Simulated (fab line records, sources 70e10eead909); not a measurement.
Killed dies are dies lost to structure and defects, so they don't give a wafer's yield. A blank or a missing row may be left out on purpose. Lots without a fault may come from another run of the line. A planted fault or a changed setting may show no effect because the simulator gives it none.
One fault seen from 2 desks | flow nand_harc | each desk has only its own numbers; what lay behind them comes last

THE TOOL OWNER'S DESK: krf_scanner-01
The tool's own readings at NHARC_P_ZERO_WELL_EXPOSE_08 (exposes mask P ZERO, target cd 500 nm): means of the sampled wafers that have a number, for each lot that ran on this tool. A lot is out of limits, marked OUT, if its mean lies more than 4 standard deviations from the usual mean; the brackets give that distance.
Columns: A = exposure_dose_mJ_cm2 at NHARC_P_ZERO_WELL_EXPOSE_08, usual 33.76
lot  | first seen here | A
L743 | day 2 07:06     | 33.79
L745 | day 3 03:05     | 33.80
L746 | day 3 12:58     | 33.83
L751 | day 5 15:05     | 33.76
L755 | day 7 07:06     | 33.78
L757 | day 8 03:05     | 33.78
L760 | day 9 09:05     | 24.77 (-99 or more) OUT
L763 | day 10 15:05    | 26.56 (-99 or more) OUT
L765 | day 11 11:05    | 28.02 (-99 or more) OUT
This desk's finding: out of limits on L760, L763, L765; first on L760, day 9 09:05 (exposure_dose_mJ_cm2 at NHARC_P_ZERO_WELL_EXPOSE_08). In limits: L743, L745, L746, L751, L755, L757.

THE METROLOGY DESK
What the gauges read, lot by lot, whatever tool the lot ran on: means of the sampled wafers that have a number. A lot is out of limits, marked OUT, if its mean lies more than 4 standard deviations from the usual mean; the brackets give that distance.
Columns: A = cd_nm at NHARC_P_ZERO_WELL_CD_MEAS_11, usual 500.4 nm; B = cd_nm at NHARC_P_ZERO_WELL_CD_MEAS_52, usual 1999.5 nm
lot  | first seen here | A               | B
L743 | day 2 07:16     | 500.7           | 1999.3
L744 | day 2 17:15     | 500.6           | 1999.7
L745 | day 3 03:14     | 499.1           | 1999.9
L746 | day 3 13:07     | 500.6           | 1997.6
L750 | day 5 05:16     | 500.2           | 2000.1
L751 | day 5 15:14     | 501.6           | 1997.5
L755 | day 7 07:15     | 501.0           | 1997.5
L757 | day 8 03:14     | 500.3           | 1998.5
L760 | day 9 09:14     | 444.8 (-28) OUT | 1999.6
L763 | day 10 15:14    | 456.2 (-22) OUT | 1999.3
L765 | day 11 11:14    | 467.0 (-17) OUT | 2000.8
This desk's finding: out of limits on L760, L763, L765; first on L760, day 9 09:14 (cd_nm at NHARC_P_ZERO_WELL_CD_MEAS_11). In limits: L743, L744, L745, L746, L750, L751, L755, L757.

PUT TOGETHER
The tool owner's desk could have raised an alarm at day 9 09:05, on L760, L763, L765.
The metrology desk could have raised an alarm at day 9 09:14, on L760, L763, L765.
Of the lots named, all ran NHARC_P_ZERO_WELL_EXPOSE_08 on krf_scanner-01.

WHAT THE SIMULATOR HAD PUT IN
Process parameter drift: krf_scanner-01, from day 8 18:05 on, at NHARC_P_ZERO_WELL_EXPOSE_08. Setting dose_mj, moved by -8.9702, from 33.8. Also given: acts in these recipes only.
Lots struck among those shown: L760, L763, L765.
Hours from the fault's start to each desk's first reading out of limits: the tool owner's desk, 15; the metrology desk, 15.
